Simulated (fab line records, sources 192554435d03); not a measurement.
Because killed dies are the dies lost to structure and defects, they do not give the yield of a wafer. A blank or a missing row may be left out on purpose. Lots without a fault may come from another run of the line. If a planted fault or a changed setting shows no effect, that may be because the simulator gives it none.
fab line records	flow n5-finfet
[record] lots = 6	wafers = 17	last-day = 17
route steps=1938 shown BEOL_M12@1644
lots with no fault: from the same line, run without faults
start-h: start of the lot's first displayed wafer, in hours after the record's first day	wait-h: time in hours since the lot's previous step	" as in the row above	L1.1+2: several wafers, shown together as one row	- either no value or no given start	* or withheld: withheld	< > ~ a bound
route shown NAME@n: a module of which the file shows steps, and the number in the route of the first	usual: the fault-free wafers' mean and standard deviation	same: alike in all rows	chamber/n: place in a boat	sites: each site's reading	_std_site: how widely they spread, as a standard deviation	_edge_site: outer sites' mean less inner sites'	radius-mm: how far each site lies from the wafer's centre	mask NAME#n: copy n	behind: the last tool/chamber to shape the wafer	hold: why the lot was held/for how many hours/how that ended	device: transistor that didn't switch, given as n, p or np	end of line: tests of these same wafers at the route's end	a step without rows: its recipe alone	killed: dies lost to structure and defects at the first sort, not the wafer's yield	map: a wafer's dies, x killed, . not, _ none there
set.NAME: the setting that was run; set.NAME@STEP: the one run at that earlier step	model.NAME: the simulator's own value behind a step, which no gauge read
lots at some steps of the route; a table a step, a row a wafer
services: from which hour (start-h, from the record's first day; less than 0 if before it) a tool's chamber was out of use, for how many hours, and why
[[steps]]
[step N5_BEOL_M12_PRECLEAN_39]
[recipe] chemistry = residue-remover	time-s = 60	temp-c = 40
[step N5_BEOL_M12_SRD_40]
[recipe] time-s = 30	temp-c = 23	rinse-liquid = diw	dry = n2-spin	spin-rpm = 1500	dry-time-s = 30
[step N5_BEOL_M12_DEGAS_41]
[recipe] ambient = vacuum	temp-c = 250	time-s = 60
[usual] heater-power-w = 328/27
lot.wafer	tool	chamber	start-h	wait-h	heater-power-w
L504.3	pvd-sputter-01	-	255.73	0.4	353
L504.4	"	-	"	"	343
L504.6	"	-	"	"	372
L502.1	pvd-sputter-01	-	258.27	0.3	349
L502.2	"	-	"	"	361
L502.5	"	-	"	"	350
L505.2	pvd-sputter-03	-	283.93	0.3	293
L505.4	"	-	"	"	276
L505.6	"	-	"	"	301
L512.1	pvd-sputter-01	-	329.97	0.3	349
L512.4	"	-	"	"	342
L512.5	"	-	"	"	354
L513.3	pvd-sputter-03	-	333.54	0.2	282
L513.4	"	-	"	"	304
L513.6	"	-	"	"	274
L521.1	pvd-sputter-01	-	371.03	0.3	348
L521.5	"	-	"	"	350
[step N5_BEOL_M12_PRE_CLEAN_42]
[recipe] gas = H2/He	time-s = 30	temp-c = 250
[step N5_BEOL_M12_SPUTTER_43]
[recipe] material = TaN	target-thk-a = 150	temp-c = 50	bias-v = 168.6	power-w = 15000	chamber-pressure-pa = 0.12	time-s = 24.19
[usual] cathode-dc-power-W = 15001/2.8	chamber-pressure-pa = 0.11999/0.00024	throttle-valve-pct = 30.1/1.2
lot.wafer	tool	chamber	start-h	wait-h	cathode-dc-power-W	chamber-pressure-pa	throttle-valve-pct
L504.3	pvd-sputter-01	-	255.81	0.0	14997	0.1198	30.9
L504.4	"	-	"	"	14997	0.12016	30.1
L504.6	"	-	"	"	15004	0.1201	30.8
L502.1	pvd-sputter-01	-	258.35	0.0	14996	0.11997	29.7
L502.2	"	-	"	"	15000	0.11967	31.0
L502.5	"	-	"	"	14995	0.1199	30.8
L505.2	pvd-sputter-03	-	284.01	0.0	15001	0.12005	30.5
L505.4	"	-	"	"	15001	0.11998	29.1
L505.6	"	-	"	"	14998	0.12007	29.1
L512.1	pvd-sputter-01	-	330.05	0.0	15000	0.12031	32.2
L512.4	"	-	"	"	14997	0.11994	30.1
L512.5	"	-	"	"	15003	0.12019	30.9
L513.3	pvd-sputter-03	-	333.62	0.0	15001	0.11981	29.3
L513.4	"	-	"	"	15004	0.11998	29.1
L513.6	"	-	"	"	15002	0.11986	29.3
L521.1	pvd-sputter-01	-	371.11	0.0	15002	0.12024	32.2
L521.5	"	-	"	"	15000	0.12022	29.2
[step N5_BEOL_M12_SPUTTER_44]
[recipe] material = Ta	target-thk-a = 100	temp-c = 50	bias-v = 80	power-w = 15000	chamber-pressure-pa = 0.07	time-s = 16.13
[step N5_BEOL_M12_SPUTTER_45]
[recipe] material = Cu	target-thk-a = 800	temp-c = -20	bias-v = 60	power-w = 26000	chamber-pressure-pa = 0.13	time-s = 13.33
[usual] cathode-dc-power-W = 26000/4.6	chamber-pressure-pa = 0.13003/0.00024	throttle-valve-pct = 30.1/1.2
lot.wafer	tool	chamber	start-h	wait-h	cathode-dc-power-W	chamber-pressure-pa	throttle-valve-pct
L504.3	pvd-sputter-01	-	255.97	0.0	26005	0.12989	30.8
L504.4	"	-	"	"	25998	0.13021	30.0
L504.6	"	-	"	"	25994	0.12952	30.7
L502.1	pvd-sputter-01	-	258.51	0.0	26001	0.13033	30.1
L502.2	"	-	"	"	25999	0.12973	30.8
L502.5	"	-	"	"	26005	0.12993	31.0
L505.2	pvd-sputter-03	-	284.17	0.0	25996	0.12997	30.4
L505.4	"	-	"	"	26002	0.12987	29.3
L505.6	"	-	"	"	26002	0.13006	29.1
L512.1	pvd-sputter-01	-	330.21	0.0	26005	0.12985	32.4
L512.4	"	-	"	"	25984	0.12991	30.0
L512.5	"	-	"	"	26005	0.13003	30.8
L513.3	pvd-sputter-03	-	333.78	0.0	26008	0.13023	29.6
L513.4	"	-	"	"	25998	0.12976	29.1
L513.6	"	-	"	"	26005	0.13018	29.3
L521.1	pvd-sputter-01	-	371.27	0.0	26012	0.1298	32.1
L521.5	"	-	"	"	25998	0.13025	29.1
[step N5_BEOL_M12_ECD_47]
[recipe] material = Cu	target-thk-a = 7200
[step N5_BEOL_M12_ANNEAL_48]
[recipe] temp-c = 225	time-s = 90	ambient = N2
[usual] wafer_temp_C_max = 225.59/0.21
lot.wafer	tool	chamber	start-h	wait-h	wafer_temp_C_max
L504.3	rtp-anneal-02	0	257.00	0.8	225.48
L504.4	"	0	"	"	225.95
L504.6	"	0	"	"	226.02
L502.1	rtp-anneal-02	0	258.78	0.1	225.20
L502.2	"	0	"	"	225.34
L502.5	"	0	"	"	225.30
L505.2	rtp-anneal-02	0	284.47	0.1	225.54
L505.4	"	0	"	"	225.43
L505.6	"	0	"	"	225.82
L512.1	rtp-anneal-01	0	330.47	0.1	225.56
L512.4	"	0	"	"	225.63
L512.5	"	0	"	"	225.33
L513.3	rtp-anneal-01	0	334.60	0.6	225.41
L513.4	"	0	"	"	225.39
L513.6	"	0	"	"	225.47
L521.1	rtp-anneal-02	0	371.53	0.1	225.55
L521.5	"	0	"	"	225.31
[step N5_BEOL_M12_CMP_49]
[recipe] stop-on = SiOC	t-overpolish-s = 20.6	down-force-psi = 1	platen-rpm = 50	clearing-platen-down-force-psi = 1.5	clearing-platen-rpm = 50	post-cmp-clean = cu-alkaline	target-thk-nm = 320	clearing-platen-pad-velocity-m-s = 0.99484	pad-velocity-m-s = 0.99484
[usual] barrier-field-endpoint-s = 30.3/0.75	motor-current-A = 6.3/0.55	overpolish-run-s = 20.601/0.0086	pad-life-wafers = 914/650	slurry-flow-ml-min = 150.0/0.46
lot.wafer	tool	chamber	start-h	wait-h	barrier-field-endpoint-s	motor-current-A	overpolish-run-s	pad-life-wafers	slurry-flow-ml-min
L504.3	cmp-04	2	257.22	0.2	30.2	6.0	20.586	462	149.6
L504.4	"	1	"	"	31.2	6.6	20.594	465	150.0
L504.6	"	3	"	"	30.1	6.9	20.600	-	149.6
L502.2	cmp-01	0	259.07	0.2	29.4	5.9	20.600	1908	149.8
L502.1	"	1	"	"	29.3	5.9	20.609	1909	149.9
L502.5	"	1	"	"	29.7	6.1	20.608	-	149.6
L505.4	cmp-03	2	284.76	0.2	29.8	6.9	20.619	1963	150.6
L505.2	"	0	"	"	29.5	5.9	20.600	1965	149.8
L505.6	"	1	"	"	30.0	6.8	20.595	-	150.0
L512.1	cmp-04	0	330.82	0.3	29.5	5.4	20.625	1003	149.9
L512.4	"	2	"	"	30.3	6.3	20.597	1005	150.4
L512.5	"	0	"	"	30.6	5.6	20.611	-	149.7
L513.4	cmp-04	1	334.82	0.1	30.8	6.7	20.603	1038	150.2
L513.3	"	0	"	"	30.7	5.5	20.590	1041	150.0
L513.6	"	1	"	"	31.0	6.5	20.594	-	150.7
L521.1	cmp-03	0	371.84	0.3	30.0	6.3	20.595	612	149.8
L521.5	"	0	"	"	30.2	6.4	20.606	-	149.4
[step N5_BEOL_M12_THK_MEAS_50]
[recipe] thk-meas-gauge = xrf	reads = Cu_of_BEOL_M12_ECD_47
[usual] M12_THK = 320/5.4
lot.wafer	tool	chamber	start-h	wait-h	M12_THK[nm]
L504.3	film-metro-01	-	257.52	-	323
L504.4	"	-	"	"	324
L504.6	"	-	"	"	325
L502.1	film-metro-02	-	259.37	-	324
L502.2	"	-	"	"	315
L502.5	"	-	"	"	322
L505.2	film-metro-01	-	285.02	-	310
L505.4	"	-	"	"	311
L505.6	"	-	"	"	313
L512.1	film-metro-01	-	331.08	-	330
L512.4	"	-	"	"	322
L512.5	"	-	"	"	315
L513.3	film-metro-02	-	335.11	-	320
L513.4	"	-	"	"	317
L513.6	"	-	"	"	311
L521.1	film-metro-02	-	372.14	-	320
L521.5	"	-	"	"	325
[step N5_BEOL_M12_PRE_CLEAN_52]
[recipe] gas = NH3	time-s = 15	temp-c = withheld	rf-power-w = 300
[step N5_BEOL_M12_DEP_53]
[recipe] material = SiCN	target-thk-a = 300	temp-c = withheld	precursor = 3MS/NH3	pressure-torr = 3	rf-w = 675	time-s = 10.5
[usual] showerhead-plenum-p-Torr = 4.152/0.012	throttle-valve-pct = 17.8/0.69
lot.wafer	tool	chamber	start-h	wait-h	showerhead-plenum-p-Torr	throttle-valve-pct	model.SiCN_of_BEOL_M12_DEP_53.thk-nm
L504.3	pecvd-03	2	257.58	0.0	4.155	17.0	29.2
L504.4	"	0	"	"	4.140	18.8	30.2
L504.6	"	1	"	"	4.160	17.5	29.8
L502.1	pecvd-04	1	259.43	0.0	4.147	17.9	29.8
L502.2	"	0	"	"	4.151	18.4	29.8
L502.5	"	0	"	"	4.155	18.1	30.4
L505.2	pecvd-04	0	285.08	0.0	4.147	18.1	29.6
L505.4	"	2	"	"	4.142	16.8	30
L505.6	"	1	"	"	4.149	18.0	29.8
L512.1	pecvd-04	1	331.14	0.0	4.159	17.8	12
L512.4	"	1	"	"	4.162	18.2	29.8
L512.5	"	0	"	"	4.164	18.2	12.4
L513.3	pecvd-03	0	335.17	0.0	4.136	19.1	30.2
L513.4	"	0	"	"	4.145	18.7	30.6
L513.6	"	1	"	"	4.166	17.7	30.2
L521.1	pecvd-04	0	372.20	0.0	4.159	18.1	12.8
L521.5	"	0	"	"	4.147	18.1	12.8
[step N5_BEOL_M12_RS_MEAS_54]
[recipe] thk-meas-gauge = four-point-probe	reads = Cu_of_BEOL_M12_ECD_47+Ta_of_BEOL_M12_SPUTTER_44+TaN_of_BEOL_M12_SPUTTER_43
[usual] M12_RS = 0.0601/0.0009
lot.wafer	tool	chamber	start-h	wait-h	M12_RS[ohm/sq]
L504.3	film-metro-02	-	257.65	0.0	0.0601
L504.4	"	-	"	"	0.0601
L504.6	"	-	"	"	0.0600
L502.1	film-metro-02	-	259.49	0.0	0.0585
L502.2	"	-	"	"	0.0602
L502.5	"	-	"	"	0.0591
L505.2	film-metro-01	-	285.14	0.0	0.0618
L505.4	"	-	"	"	0.0615
L505.6	"	-	"	"	0.0611
L512.1	film-metro-02	-	331.20	0.0	0.0584
L512.4	"	-	"	"	0.0600
L512.5	"	-	"	"	0.0614
L513.3	film-metro-02	-	335.24	0.0	0.0598
L513.4	"	-	"	"	0.0600
L513.6	"	-	"	"	0.0611
L521.1	film-metro-02	-	372.26	0.0	0.0600
L521.5	"	-	"	"	0.0591
[[services]]
tool	chamber	start-h	hours	kind
cmp-04	-	239.55	1.1	repair
cmp-01	-	268.13	1.9	repair
cmp-04	-	270.86	6.2	pm
pecvd-04	0	287.85	5.5	scheduled-down
cmp-01	-	289.09	4.0	pm
cmp-01	-	293.09	-	consumable-replace:conditioner
cmp-01	-	293.09	-	consumable-replace:pad
cmp-03	-	296.21	4.0	pm
cmp-03	-	300.21	-	consumable-replace:conditioner
cmp-03	-	300.21	-	consumable-replace:pad
cmp-03	-	316.56	0.2	repair
pecvd-03	0	344.56	12.3	repair
pecvd-04	-	348.20	2.8	pm
cmp-04	-	355.32	2.5	repair
[[key]]
first-sign none at tools or gauges
[model-effect] step = N5_BEOL_M12_DEP_53	value = SiCN_of_BEOL_M12_DEP_53.thk-nm	without = 29.75	struck = 12.5
met-at N5_BEOL_M12_DEP_53
struck-wafers L512.1,L512.5,L521.1,L521.5
onset-between 285.08 331.14
[fault] kind = process-parameter-drift	tool = pecvd-04	chamber = -	onset-h = 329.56	steps = N5_BEOL_M12_DEP_53	channel = time-s	offset = *	shape = step	end-h = 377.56	scope = struck-wafers-only	acts-in = *	stated = *
